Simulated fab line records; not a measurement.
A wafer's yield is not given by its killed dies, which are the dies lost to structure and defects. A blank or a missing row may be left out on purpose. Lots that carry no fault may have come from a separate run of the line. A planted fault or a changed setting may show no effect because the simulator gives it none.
fab line records	flow nand-harc
[record] lots = 5	wafers = 15	last-day = 23
route steps=1159 shown P_GATE@115 END@1158
lots with no fault: from the same line, run without faults
start-h: start of the lot's first displayed wafer, in hours after the record's first day	wait-h: hours since the lot's step before	" repeats the value in the row above	L1.1+2: a row that stands for several wafers	- no value, or no start given	* or withheld: withheld	< > ~ a bound
route shown NAME@n: a module of which the file shows steps, and the number in the route of the first	usual: mean/standard deviation taken from wafers without a fault	same: alike in all rows	chamber/n: place in a boat	sites: the reading at each site	_std_site: how widely they spread, as a standard deviation	_edge_site: outer sites' mean less inner sites'	radius-mm: for every site, how far away it sits from the centre of the wafer	mask NAME#n: copy n	behind: the tool/chamber that last shaped the wafer	hold: cause of the lot's hold/its duration in hours/its outcome	device: transistor that didn't switch, given as n, p or np	end of line: the tests these same wafers got at the end of their route	where a step has no rows: the recipe by itself	killed: the dies lost at the first sort to structure and to defects; this is not the yield of the wafer	map: shows each die of a wafer: x if killed, . if not, _ if none is there
set.NAME: the run value of the setting; set.NAME@STEP: its run value at that earlier step	model.NAME: the simulator's own value behind a step, which no gauge read
a table for each step, a row for each wafer; lots at some steps of the route
services: the hour from which a tool's chamber was out of use, counted from the record's first day as start-h (under 0 if before that day), plus the number of hours and why
[[steps]]
[step NHARC_P_GATE_HMDS_04]
[recipe] time-s = 30
[step NHARC_P_GATE_COAT_05]
[recipe] spin-rpm = 4690
[step NHARC_P_GATE_SOFTBAKE_06]
[recipe] temp-c = 122	time-s = 95
[step NHARC_P_GATE_EBR_07]
[step NHARC_P_GATE_EXPOSE_08]
[recipe] na = 0.6	dose-mj = 16.75	mask-id = P_HV
[step NHARC_P_GATE_PEB_09]
[recipe] peb-temp-c = 118	peb-time-s = 85
[step NHARC_P_GATE_DEVELOP_10]
[recipe] time-s = 70
[step NHARC_P_GATE_CD_MEAS_11]
[recipe] target-cd-nm = 1640	landing-energy-ev = 500
[usual] cd-nm = 1638.9/2.1
[same] landing-energy-ev = 500
lot.wafer	tool	chamber	start-h	wait-h	cd-nm
L894.2	cd-sem-01	0	79.20	-	1641.3
L894.5	"	0	"	"	1638.8
L894.6	"	0	"	"	1639.4
L897.1	cd-sem-02	0	94.40	-	1639.6
L897.5	"	0	"	"	1640.0
L897.6	"	0	"	"	1642.1
L898.1	cd-sem-03	0	94.56	-	1641.3
L898.2	"	0	"	"	1638.0
L898.5	"	0	"	"	1637.0
L907.2	cd-sem-02	0	152.66	-	1639.3
L907.4	"	0	"	"	1635.7
L907.6	"	0	"	"	1636.5
L912.2	cd-sem-01	0	183.25	-	1637.6
L912.4	"	0	"	"	1641.1
L912.5	"	0	"	"	1637.1
[step NHARC_P_GATE_HARDBAKE_12]
[recipe] temp-c = 125	time-s = 80
[step NHARC_P_GATE_DESCUM_13]
[recipe] time-s = 3	o2-flow-sccm = 200	ar-flow-sccm = 0	bias-power-w = 0	chemistry = O2
[usual] drypump-motor-current-A = 5.8/0.38	oes-product-au = 1.000/0.012	rf-vpp-V = 57.8/0.84	showerhead-plenum-p-Torr = 1.91/0.099	throttle-valve-pct = 11.310/0.009
lot.wafer	tool	chamber	start-h	wait-h	drypump-motor-current-A	oes-product-au	rf-hours-counter-h	rf-vpp-V	showerhead-plenum-p-Torr	throttle-valve-pct
L894.2	rie-diel-12	2	79.35	-	6.0	1.008	9	58.3	2.06	11.311
L894.6	"	2	"	"	5.9	0.992	-	58.6	2.06	11.312
L894.5	"	3	"	"	6.0	1.005	-	57.3	1.99	11.317
L897.1	rie-diel-12	2	94.59	-	6.0	0.996	12	57.8	2.06	11.332
L897.5	"	0	"	"	6.1	1.010	-	56.6	1.79	11.311
L897.6	"	1	"	"	5.4	1.005	-	57.6	1.85	11.299
L898.2	rie-diel-03	1	94.74	-	5.2	0.987	18	57.2	1.86	11.302
L898.1	"	0	"	"	5.7	1.006	17	58.3	1.95	11.294
L898.5	"	1	"	"	5.2	0.978	-	57.8	1.86	11.302
L907.2	rie-diel-12	1	152.83	-	5.4	1.009	22	57.5	1.84	11.293
L907.4	"	2	"	"	5.9	0.996	22	58.0	2.06	11.312
L907.6	"	0	"	"	6.1	1.012	-	58.0	1.79	11.322
L912.2	rie-diel-12	3	183.50	-	6.0	1.020	27	57.1	1.99	11.317
L912.4	"	2	"	"	5.9	0.992	28	59.5	2.05	11.319
L912.5	"	0	"	"	6.1	0.994	-	57.2	1.78	11.307
[step NHARC_P_GATE_ETCH_14]
[recipe] target-depth-a = 488	chemistry = dHF	material = SiO2
[step NHARC_P_GATE_STRIP_15]
[recipe] time-s = 780	temp-c = 130	chemistry = SPM
[step NHARC_P_GATE_PRECLEAN_71]
[recipe] time-s = *	temp-c = 50	bath-age-min = 0	chemistry = SC1
lot.wafer	tool	chamber	start-h	wait-h
L894.5+2+6	wet-bench-05	3,4,7	79.58	-
L897.1+6+5	wet-bench-02	5,6,7	94.80	-
L898.1+5+2	wet-bench-06	6,7,0	95.05	-
L907.4+2+6	wet-bench-05	0,2,3	153.04	-
L912.2+5+4	wet-bench-06	6,0,1	183.72	-
[step NHARC_P_GATE_SRD_72]
[step NHARC_P_GATE_OXIDE_16]
[recipe] target-thk-a = 30	temp-c = 875	ox-time-s = 392	material = SiO2
[step NHARC_P_GATE_CVD_17]
[recipe] target-thk-a = 1500	temp-c = 620	time-s = 900	material = poly-Si
[step NHARC_P_GATE_HM_DEP_102]
[recipe] target-thk-a = 1200	temp-c = 400	material = aC
[step NHARC_P_GATE_DEP_103]
[recipe] target-thk-a = 300	target-thk-nm = 30	temp-c = 400	flow-sccm = 200	rf-w = 350	material = SiON
[step NHARC_P_GATE_DEHYDRATE_18]
[recipe] temp-c = 150	time-s = 120
[step NHARC_P_GATE_HMDS_19]
[recipe] time-s = 30
[step NHARC_P_GATE_COAT_20]
[recipe] spin-rpm = 1500	resist-thk-nm = 90
[step NHARC_P_GATE_SOFTBAKE_21]
[recipe] temp-c = 105	time-s = 55
[step NHARC_P_GATE_EBR_22]
[step NHARC_P_GATE_EXPOSE_23]
[recipe] na = 1.35	target-cd-nm = 120	dose-mj = 93.91	mask-id = P_GATE
[step NHARC_P_GATE_PEB_24]
[recipe] peb-temp-c = 100	peb-time-s = 65
[step NHARC_P_GATE_DEVELOP_25]
[recipe] develop-time-s = 35	dev-temp-c = 23
[step NHARC_P_GATE_CD_MEAS_26]
[recipe] target-cd-nm = 120	landing-energy-ev = 500
[usual] cd-nm = 119.8/0.87
[same] landing-energy-ev = 500
lot.wafer	tool	chamber	start-h	wait-h	cd-nm
L894.2	cd-sem-03	0	95.40	-	119.6
L894.5	"	0	"	"	120.2
L894.6	"	0	"	"	120.1
L897.1	cd-sem-02	0	108.17	-	118.7
L897.5	"	0	"	"	118.8
L897.6	"	0	"	"	118.8
L898.1	cd-sem-02	0	108.37	-	120.7
L898.2	"	0	"	"	121.5
L898.5	"	0	"	"	120.1
L907.2	cd-sem-01	0	166.82	-	121.7
L907.4	"	0	"	"	120.4
L907.6	"	0	"	"	120.5
L912.2	cd-sem-03	0	198.96	-	119.7
L912.4	"	0	"	"	119.0
L912.5	"	0	"	"	118.9
[step NHARC_P_GATE_OVL_MEAS_27]
[usual] overlay-x-nm = 0.1/0.95	overlay-y-nm = 0.0/0.79
lot.wafer	tool	chamber	start-h	wait-h	overlay-x-nm	overlay-y-nm
L894.2	overlay-02	-	95.48	-	1.2	0.6
L894.5	"	-	"	"	1.0	1.5
L894.6	"	-	"	"	1.3	0.8
L897.1	overlay-02	-	108.26	-	0.5	0.6
L897.5	"	-	"	"	-0.1	0.5
L897.6	"	-	"	"	0.7	1.1
L898.1	overlay-01	-	108.46	-	-0.8	0.7
L898.2	"	-	"	"	-1.1	0.6
L898.5	"	-	"	"	-0.9	1.1
L907.2	overlay-01	-	166.91	-	-0.2	0.0
L907.4	"	-	"	"	-0.1	-0.1
L907.6	"	-	"	"	-0.2	0.1
L912.2	overlay-02	-	199.06	-	0.9	-0.4
L912.4	"	-	"	"	0.5	-1.1
L912.5	"	-	"	"	-0.1	-0.5
[step NHARC_P_GATE_INSPECT_28]
[usual] raw-defect-count = 7/3.2
lot.wafer	tool	chamber	start-h	wait-h	raw-defect-count
L894.2	defect-inspect-01	-	95.52	0.0	4
L894.5	"	-	"	"	5
L894.6	"	-	"	"	8
L897.1	defect-inspect-01	-	108.29	0.0	5
L897.5	"	-	"	"	3
L897.6	"	-	"	"	2
L898.1	defect-inspect-01	-	108.50	0.0	7
L898.2	"	-	"	"	6
L898.5	"	-	"	"	2
L907.2	defect-inspect-02	-	166.94	0.0	3
L907.4	"	-	"	"	4
L907.6	"	-	"	"	11
L912.2	defect-inspect-01	-	199.10	0.0	8
L912.4	"	-	"	"	7
L912.5	"	-	"	"	6
[step NHARC_P_GATE_DESCUM_31]
[recipe] time-s = 3	o2-flow-sccm = 200	ar-flow-sccm = 0	bias-power-w = 0	chemistry = O2
[usual] drypump-motor-current-A = 5.7/0.39	oes-product-au = 1.000/0.012	rf-vpp-V = 57.9/0.87	showerhead-plenum-p-Torr = 1.91/0.099	throttle-valve-pct = 11.312/0.0095
lot.wafer	tool	chamber	start-h	wait-h	drypump-motor-current-A	oes-product-au	rf-hours-counter-h	rf-vpp-V	showerhead-plenum-p-Torr	throttle-valve-pct
L894.2	rie-diel-02	3	95.68	0.2	6.7	0.988	40	58.3	2.04	11.312
L894.5	"	3	"	"	6.7	0.983	-	58.2	2.04	11.295
L894.6	"	0	"	"	5.4	0.989	-	58.8	2.02	11.329
L897.1	rie-diel-12	0	108.37	0.1	6.1	0.995	17	57.9	1.79	11.299
L897.5	"	2	"	"	6.0	0.985	-	58.1	2.06	11.336
L897.6	"	3	"	"	6.0	1.021	-	58.7	1.99	11.301
L898.1	rie-diel-03	3	108.58	0.1	5.2	1.002	19	57.7	1.85	11.319
L898.2	"	0	"	"	5.7	1.014	22	57.4	1.95	11.319
L898.5	"	2	"	"	5.7	1.008	-	57.9	2.00	11.322
L907.2	rie-diel-12	3	167.02	0.1	6.0	1.014	25	57.6	1.99	11.318
L907.4	"	0	"	"	6.1	1.000	26	58.0	1.78	11.317
L907.6	"	1	"	"	5.4	1.003	-	55.4	1.84	11.309
L912.2	rie-diel-03	1	199.16	0.1	5.3	0.986	57	57.6	1.85	11.313
L912.4	"	3	"	"	5.2	1.000	49	57.5	1.84	11.297
L912.5	"	1	"	"	5.3	0.988	-	58.9	1.85	11.322
[step NHARC_P_GATE_ETCH_104]
[recipe] target-depth-a = 600	time-s = withheld	cf4-flow-sccm = 100	chf3-flow-sccm = 30	ar-flow-sccm = 0	rf-w = 500	bias-w = 200	chemistry = CF4/CHF3
[step NHARC_P_GATE_HM_OPEN_105]
[recipe] target-depth-a = 3600	o2-flow-sccm = 400	cos-flow-sccm = 20	ar-flow-sccm = 0	rf-w = 500	bias-w = 300	chemistry = O2/COS
[step NHARC_P_GATE_STRIP_106]
[recipe] o2-flow-sccm = 400	cos-flow-sccm = 20	ar-flow-sccm = 0	bias-w = 0	chemistry = O2/COS
[step NHARC_P_GATE_ETCH_114]
[recipe] target-depth-a = 300	overetch-a = 30	time-s = 16.5	ion-energy-ev = 100	cf4-flow-sccm = 80	o2-flow-sccm = 20	ar-flow-sccm = 0	rf-w = 300	bias-w = 100	chemistry = CF4/O2
[step NHARC_P_GATE_ETCH_32]
[recipe] target-depth-a = 1500	over-etch-frac = 1	over-etch-ion-energy-ev = 40	time-s = 100.1	hbr-flow-sccm = 150	cl2-flow-sccm = 50	rf-w = 400	icp-w = 400	bias-w = 100	chemistry = HBr/Cl2
[usual] drypump-motor-current-A = 5.6/0.38	oes-product-au = 1.002/0.012	throttle-valve-pct = 26.405/0.0088
[same] over-etch-frac = 1
lot.wafer	tool	chamber	start-h	wait-h	drypump-motor-current-A	oes-product-au	rf-hours-counter-h	throttle-valve-pct
L894.2	rie-si-03	1	98.36	-	6.1	1.020	1.1	26.407
L894.6	"	3	"	"	6.0	0.987	-	26.410
L894.5	"	0	"	"	5.8	1.018	-	26.405
L897.1	rie-si-03	3	108.86	-	6.1	1.007	1.2	26.406
L897.5	"	0	"	"	5.8	1.028	-	26.408
L897.6	"	1	"	"	6.1	1.018	-	26.403
L898.2	rie-si-02	0	109.05	-	5.2	0.998	0.6	26.413
L898.1	"	1	"	"	5.3	0.986	0.6	26.414
L898.5	"	0	"	"	5.2	0.995	-	26.414
L907.2	rie-si-02	2	167.74	-	5.2	1.018	1.1	26.397
L907.4	"	0	"	"	5.2	1.006	-	26.396
L907.6	"	2	"	"	5.2	1.005	-	26.403
L912.2	rie-si-02	2	199.90	-	5.2	1.000	1.4	26.409
L912.4	"	3	"	"	5.6	0.982	1.4	26.424
L912.5	"	3	"	"	5.6	0.990	-	26.405
[step NHARC_P_GATE_STRIP_108]
[recipe] o2-flow-sccm = 500	ar-flow-sccm = 0	bias-w = 0	chemistry = O2
[usual] drypump-motor-current-A = 5.7/0.38	oes-product-au = 1.001/0.013	rf-vpp-V = 57.8/0.96	showerhead-plenum-p-Torr = 3.53/0.17	throttle-valve-pct = 17.037/0.0098
lot.wafer	tool	chamber	start-h	wait-h	drypump-motor-current-A	oes-product-au	rf-hours-counter-h	rf-vpp-V	showerhead-plenum-p-Torr	throttle-valve-pct
L894.2	rie-diel-03	3	98.52	-	5.2	0.985	15	58.6	3.43	17.039
L894.5	"	1	"	"	5.3	0.982	-	58.4	3.43	17.036
L894.6	"	2	"	"	5.8	1.000	-	58.0	3.67	17.044
L897.1	rie-diel-02	2	108.99	-	6.5	0.997	42	57.7	3.30	17.030
L897.5	"	1	"	"	5.4	0.997	-	56.9	3.33	17.047
L897.6	"	2	"	"	6.5	1.002	-	57.0	3.30	17.033
L898.2	rie-diel-02	0	109.20	-	5.4	0.997	49	56.8	3.70	17.046
L898.1	"	3	"	"	6.7	0.975	48	59.2	3.74	17.023
L898.5	"	0	"	"	5.4	0.997	-	57.7	3.70	17.041
L907.4	rie-diel-12	0	167.91	-	6.1	0.993	26	57.3	3.31	17.026
L907.2	"	1	"	"	5.4	0.996	27	58.2	3.41	17.034
L907.6	"	3	"	"	6.0	1.031	-	58.2	3.66	17.045
L912.4	rie-diel-03	1	200.08	-	5.3	0.990	57	57.6	3.41	17.052
L912.2	"	3	"	"	5.2	0.996	49	58.2	3.41	17.057
L912.5	"	1	"	"	5.3	0.992	-	58.0	3.41	17.044
[step NHARC_P_GATE_CD_MEAS_33]
[usual] cd-nm = 118.0/3
lot.wafer	tool	chamber	start-h	wait-h	cd-nm
L894.2	cd-sem-01	-	98.67	-	123.7
L894.5	"	-	"	"	123.1
L894.6	"	-	"	"	124.4
L897.1	cd-sem-03	-	109.15	-	117.2
L897.5	"	-	"	"	114.9
L897.6	"	-	"	"	119.2
L898.1	cd-sem-02	-	109.38	-	120.1
L898.2	"	-	"	"	116.8
L898.5	"	-	"	"	116.1
L907.2	cd-sem-01	-	168.07	-	119.7
L907.4	"	-	"	"	118.4
L907.6	"	-	"	"	117.6
L912.2	cd-sem-01	-	200.24	-	117.6
L912.4	"	-	"	"	117.0
L912.5	"	-	"	"	114.8
[step NHARC_P_GATE_STRIP_35]
[recipe] time-s = 600	temp-c = 130	chemistry = SPM
[step NHARC_P_GATE_PRECLEAN_73]
[recipe] time-s = *	temp-c = 50	bath-age-min = 0	chemistry = SC1
[step NHARC_P_GATE_SRD_74]
[step NHARC_P_GATE_ALD_36]
[recipe] target-thk-a = 200	pulse-time-s = 60	ald-cycles = 223	temp-c = 400	material = SiNx
[usual] heater-power-outer-w = 505/56	heater-power-w = 836/82	precursor-pulse-height-rel = 1.000/0.021
lot.wafer	tool	chamber	start-h	wait-h	heater-power-outer-w	heater-power-w	precursor-pulse-height-rel
L894.2	ald-sin-03	0	99.55	-	512	848	1.005
L894.6	"	0	103.71	-	534	861	0.963
L894.5	"	1	104.75	-	534	833	1.034
L898.2	ald-sin-04	1	110.90	-	467	832	1.001
L898.1	"	2	111.97	-	485	882	0.979
L898.5	"	0	114.11	-	486	769	0.997
L897.1	ald-sin-01	1	112.75	-	639	1089	1.013
L897.6	"	2	113.79	-	425	701	0.971
L897.5	"	3	114.84	-	455	805	0.976
L907.4	ald-sin-04	2	170.68	-	500	857	1.009
L907.2	"	3	171.72	-	509	806	0.974
L907.6	"	1	173.81	-	467	846	1.016
L912.2	ald-sin-01	0	201.75	-	577	852	0.972
L912.4	"	1	202.80	-	606	1014	1.017
L912.5	"	0	205.93	-	582	849	0.976
[step NHARC_P_GATE_ETCHBACK_37]
[recipe] target-depth-a = 345	time-s = 17.2	chf3-flow-sccm = 50	o2-flow-sccm = 10	ar-flow-sccm = 200	rf-w = 500	bias-w = 200	chemistry = CHF3/O2
[step NHARC_END_WLT_00]
[usual] VT_DECK1_BOTTOM = 0.871/0.0083	VT_DECK1_BOTTOM_INNER = 0.871/0.0092	VT_DECK1_MEDIAN_NEAR_BOTTOM = 0.872/0.0088	VT_DECK1_MEDIAN_NEAR_BOTTOM_INNER = 0.872/0.0094	VT_DECK1_MIDDLE = 0.883/0.0083	VT_DECK1_MIDDLE_INNER = 0.883/0.0085	VT_DECK1_TOP = 0.894/0.0081	VT_DECK1_TOP_INNER = 0.895/0.0073
lot.wafer	tool	chamber	start-h	wait-h	VT_DECK1_BOTTOM	VT_DECK1_BOTTOM_INNER	VT_DECK1_MEDIAN_NEAR_BOTTOM	VT_DECK1_MEDIAN_NEAR_BOTTOM_INNER	VT_DECK1_MIDDLE	VT_DECK1_MIDDLE_INNER	VT_DECK1_TOP	VT_DECK1_TOP_INNER
L898.1	prober-02	-	446.61	2.6	0.864	0.868	0.873	0.862	0.878	0.886	0.885	0.889
L898.2	"	-	"	"	0.862	0.859	0.865	0.869	0.869	0.864	0.880	0.881
L898.5	"	-	448.60	4.5	0.854	0.852	0.851	0.855	0.873	0.865	0.883	0.887
L897.1	prober-01	-	451.88	7.8	0.861	0.863	0.865	0.863	0.871	0.874	0.888	0.890
L897.5	"	-	453.91	9.9	0.869	0.865	0.868	0.868	0.877	0.877	0.880	0.879
L897.6	"	-	"	"	0.872	0.873	0.869	0.873	0.879	0.880	0.889	0.886
L894.2	prober-02	-	454.92	10.9	0.859	0.857	0.872	0.869	0.875	0.879	0.887	0.880
L894.5	"	-	456.43	12.4	0.859	0.863	0.869	0.865	0.882	0.871	0.886	0.886
L894.6	"	-	"	"	0.866	0.862	0.870	0.859	0.877	0.871	0.881	0.890
L907.2	prober-02	-	520.89	8.4	0.868	0.865	0.873	0.868	0.882	0.882	0.887	0.900
L907.4	"	-	521.90	9.4	0.853	0.856	0.858	0.857	0.882	0.877	0.893	0.892
L907.6	"	-	522.91	10.4	0.873	0.871	0.863	0.873	0.880	0.886	0.889	0.890
L912.2	prober-01	-	551.42	5.4	0.901	0.896	0.888	0.901	0.913	0.905	0.926	0.917
L912.4	"	-	552.43	6.4	0.905	0.899	0.906	0.904	0.918	0.918	0.928	0.920
L912.5	"	-	"	"	0.913	0.911	0.910	0.907	0.924	0.923	0.927	0.925
[step NHARC_END_SORT_01]
[recipe] temp-c = 25
[usual] killed-at-array = 29/11	killed-at-other = 0.6/1	killed-at-periphery = 3.1/2.1	killed-dies = 33/11	killed-open = 3.1/1.9	killed-short = 1.9/1.5
[same] gross-dies = 677
lot.wafer	tool	chamber	start-h	wait-h	killed-at-array	killed-at-other	killed-at-periphery	killed-dies	killed-open	killed-short
L907.2	prober-02	0	524.22	2.8	25	1	1	27	5	0
L907.4	prober-02	0	525.85	3.4	27	1	2	30	8	0
L907.6	prober-02	0	527.47	4.1	27	0	4	31	5	0
// killed by level:class
L907.2 A_CHANNEL_HOLE_D1:chamber-film-flake=20 P_M0:geometric-particle:open=1 A_ONON_D1:geometric-particle:open=1 A_WL_FILL:geometric-particle:open=1 A_CONTACT:geometric-particle:open=1 A_BLC:geometric-particle:open=1 A_STAIRCASE:chamber-film-flake=1 THIN_TSV:chamber-film-flake=1
L907.4 A_CHANNEL_HOLE_D1:chamber-film-flake=16 A_STAIRCASE:chamber-film-flake=3 A_ONON_D1:geometric-particle:open=2 P_STI:geometric-particle:open=1 P_CONTACT:geometric-particle:open=1 A_CHANNEL_HOLE_D1:geometric-particle:open=1 A_SGD_CUT:geometric-particle:open=1 A_WL_FILL:geometric-particle:open=1
L907.6 A_CHANNEL_HOLE_D1:chamber-film-flake=20 A_CONTACT:geometric-particle:open=3 A_STAIRCASE:chamber-film-flake=3 P_M1:chamber-film-flake=2 P_CONTACT:geometric-particle:open=1 A_BLC:geometric-particle:open=1 P_ZERO_WELL:chamber-film-flake=1
[[services]]
tool	chamber	start-h	hours	kind
rie-diel-03	3	56.95	11.2	repair
rie-diel-12	0	58.90	-	clean
rie-diel-12	1	58.90	-	clean
rie-diel-12	2	58.90	-	clean
ald-sin-03	-	74.46	0.7	repair
rie-si-03	3	87.07	7.9	repair
rie-diel-02	2	91.50	4.5	repair
rie-diel-12	-	94.36	0.2	repair
rie-diel-12	-	102.47	0.4	repair
rie-si-02	-	112.46	0.1	repair
rie-si-02	3	113.27	2.1	repair
rie-diel-02	1	118.90	1.8	repair
wet-bench-06	-	129.62	8.0	pm
rie-diel-03	0	133.06	6.9	repair
rie-diel-02	-	150.94	9.0	pm
ald-sin-03	1	151.37	16.4	repair
rie-si-03	-	155.00	9.0	pm
ald-sin-03	2	157.47	130.8	repair
rie-si-02	3	161.34	12.4	repair
rie-si-02	2	162.27	2.4	repair
wet-bench-02	-	180.00	8.0	pm
ald-sin-04	-	186.00	10.0	pm
wet-bench-05	-	196.80	8.0	pm
rie-diel-12	-	202.40	9.0	pm
[[key]]
[first-sign] step = NHARC_END_WLT_00	reading = VT_DECK1_MIDDLE	direction = up	sigmas = 4.3	usual = 0.883	struck = 0.918
[effect] step = NHARC_END_WLT_00	reading = VT_DECK1_BOTTOM	direction = up	sigmas = 4.2	usual = 0.871	struck = 0.906
met-at NHARC_P_GATE_PRECLEAN_71
struck-wafers L912.2,L912.4,L912.5
tester-left-out L912
onset-between 95.05 183.72
also-fits time
[fault] kind = metallic-contamination-source	tool = wet-bench-06	chamber = -	onset-h = 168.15	steps = NHARC_P_GATE_PRECLEAN_71	rate-cm2-per-visit = 3.3316e+11	species = metal-fe-cm2
// tester-left-out: of these lots the tester's yield and bins aren't shown, on N5 and GAA mostly nor the transistor test; their killed dies are dies lost to structure and defects alone, not to doping, threshold or leakage, so they don't give the yield
